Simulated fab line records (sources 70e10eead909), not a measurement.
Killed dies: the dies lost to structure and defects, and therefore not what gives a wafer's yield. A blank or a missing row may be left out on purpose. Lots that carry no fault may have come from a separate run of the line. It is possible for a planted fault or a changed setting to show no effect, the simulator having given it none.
Matching of chambers || flow nand-harc || NHARC_P_M1_DESCUM_14 on rie-diel-06 has 4 sister chambers
The step chemistry O2, time 3 s. 18 wafers are shown with their chamber, then 9 later ones without.

== WAFERS PAIRED WITH THEIR CHAMBERS ==
{"wafer": "L076.2", "chamber": 2, "drypump-motor-current-A (A)": 6.0, "oes-product-au (a.u.)": 1.007, "rf-vpp-V (V)": 57.1}
{"wafer": "L076.3", "chamber": 3, "drypump-motor-current-A (A)": 4.9, "oes-product-au (a.u.)": 0.994, "rf-vpp-V (V)": 57.6}
{"wafer": "L076.4", "chamber": 0, "drypump-motor-current-A (A)": 6.8, "oes-product-au (a.u.)": 0.985, "rf-vpp-V (V)": 57.6}
{"wafer": "L077.1", "chamber": 0, "drypump-motor-current-A (A)": 6.8, "oes-product-au (a.u.)": 0.985, "rf-vpp-V (V)": 56.7}
{"wafer": "L077.2", "chamber": 2, "drypump-motor-current-A (A)": 6.0, "oes-product-au (a.u.)": 0.992, "rf-vpp-V (V)": 57.2}
{"wafer": "L077.3", "chamber": 3, "drypump-motor-current-A (A)": 4.9, "oes-product-au (a.u.)": 1.002, "rf-vpp-V (V)": 58.6}
{"wafer": "L080.1", "chamber": 3, "drypump-motor-current-A (A)": 4.9, "oes-product-au (a.u.)": 0.995, "rf-vpp-V (V)": 56.3}
{"wafer": "L080.2", "chamber": 1, "drypump-motor-current-A (A)": 6.3, "oes-product-au (a.u.)": 0.995, "rf-vpp-V (V)": 57.5}
{"wafer": "L080.4", "chamber": 0, "drypump-motor-current-A (A)": 6.8, "oes-product-au (a.u.)": 0.996, "rf-vpp-V (V)": 58.2}
{"wafer": "L084.1", "chamber": 0, "drypump-motor-current-A (A)": 6.8, "oes-product-au (a.u.)": 0.982, "rf-vpp-V (V)": 57.7}
{"wafer": "L084.4", "chamber": 3, "drypump-motor-current-A (A)": 4.9, "oes-product-au (a.u.)": 0.996, "rf-vpp-V (V)": 57.8}
{"wafer": "L084.6", "chamber": 2, "drypump-motor-current-A (A)": 6.0, "oes-product-au (a.u.)": 0.999, "rf-vpp-V (V)": 57.4}
{"wafer": "L086.1", "chamber": 0, "drypump-motor-current-A (A)": 6.8, "oes-product-au (a.u.)": 0.987, "rf-vpp-V (V)": 59.1}
{"wafer": "L086.2", "chamber": 3, "drypump-motor-current-A (A)": 4.9, "oes-product-au (a.u.)": 0.995, "rf-vpp-V (V)": 57.1}
{"wafer": "L086.5", "chamber": 3, "drypump-motor-current-A (A)": 4.9, "oes-product-au (a.u.)": 1.004, "rf-vpp-V (V)": 56.6}
{"wafer": "L087.2", "chamber": 3, "drypump-motor-current-A (A)": 4.9, "oes-product-au (a.u.)": 1.013, "rf-vpp-V (V)": 56.4}
{"wafer": "L087.5", "chamber": 1, "drypump-motor-current-A (A)": 6.2, "oes-product-au (a.u.)": 0.995, "rf-vpp-V (V)": 57.8}
{"wafer": "L087.6", "chamber": 2, "drypump-motor-current-A (A)": 6.0, "oes-product-au (a.u.)": 1.005, "rf-vpp-V (V)": 57.1}

SIGNATURES, as means of the wafers listed above
{"reading": "drypump-motor-current-A", "chamber 0": 6.800, "chamber 1": 6.250, "chamber 2": 6.000, "chamber 3": 4.900, "scatter within a chamber": 0.0189}
{"reading": "oes-product-au", "chamber 0": 0.98700, "chamber 1": 0.99500, "chamber 2": 1.00075, "chamber 3": 0.99986, "scatter within a chamber": 0.00622}
{"reading": "rf-vpp-V", "chamber 0": 57.860, "chamber 1": 57.650, "chamber 2": 57.200, "chamber 3": 57.200, "scatter within a chamber": 0.732}
Rule: a wafer lies at a distance from a chamber equal to the root of the sum of squares, over the readings, of (its reading less the chamber's mean, divided by the reading's scatter). If the next closest chamber is less than 2 further off than the closest, the wafer can't be placed; otherwise it belongs to the closest. The scatter: the root of (the sum of the squares of (reading less its chamber's mean) over the shown wafers, divided by (wafers less chambers)).

== WAFERS WHOSE CHAMBER IS MISSING ==
{"wafer": "L089.2", "drypump-motor-current-A (A)": 4.9, "oes-product-au (a.u.)": 0.983, "rf-vpp-V (V)": 56.8}
{"wafer": "L089.4", "drypump-motor-current-A (A)": 6.8, "oes-product-au (a.u.)": 0.979, "rf-vpp-V (V)": 58.1}
{"wafer": "L089.5", "drypump-motor-current-A (A)": 6.2, "oes-product-au (a.u.)": 0.985, "rf-vpp-V (V)": 56.9}
{"wafer": "L095.3", "drypump-motor-current-A (A)": 4.9, "oes-product-au (a.u.)": 0.998, "rf-vpp-V (V)": 57.9}
{"wafer": "L095.4", "drypump-motor-current-A (A)": 6.0, "oes-product-au (a.u.)": 1.015, "rf-vpp-V (V)": 57.2}
{"wafer": "L095.5", "drypump-motor-current-A (A)": 6.2, "oes-product-au (a.u.)": 0.989, "rf-vpp-V (V)": 56.1}
{"wafer": "L097.3", "drypump-motor-current-A (A)": 6.8, "oes-product-au (a.u.)": 0.985, "rf-vpp-V (V)": 58.7}
{"wafer": "L097.4", "drypump-motor-current-A (A)": 6.2, "oes-product-au (a.u.)": 0.991, "rf-vpp-V (V)": 57.7}
{"wafer": "L097.6", "drypump-motor-current-A (A)": 6.8, "oes-product-au (a.u.)": 0.994, "rf-vpp-V (V)": 57.0}

== THE CHAMBER EACH PASSED THROUGH ==
{"wafer": "L089.2", "from the rows above": 3, "in truth": 3}
{"wafer": "L089.4", "from the rows above": 0, "in truth": 0}
{"wafer": "L089.5", "from the rows above": 1, "in truth": 1}
{"wafer": "L095.3", "from the rows above": 3, "in truth": 3}
{"wafer": "L095.4", "from the rows above": 2, "in truth": 2}
{"wafer": "L095.5", "from the rows above": 1, "in truth": 1}
{"wafer": "L097.3", "from the rows above": 0, "in truth": 0}
{"wafer": "L097.4", "from the rows above": 1, "in truth": 1}
{"wafer": "L097.6", "from the rows above": 0, "in truth": 0}
Correct placement for 9 of the 9. Left unplaced by these rows: 0. Wrongly placed: 0.
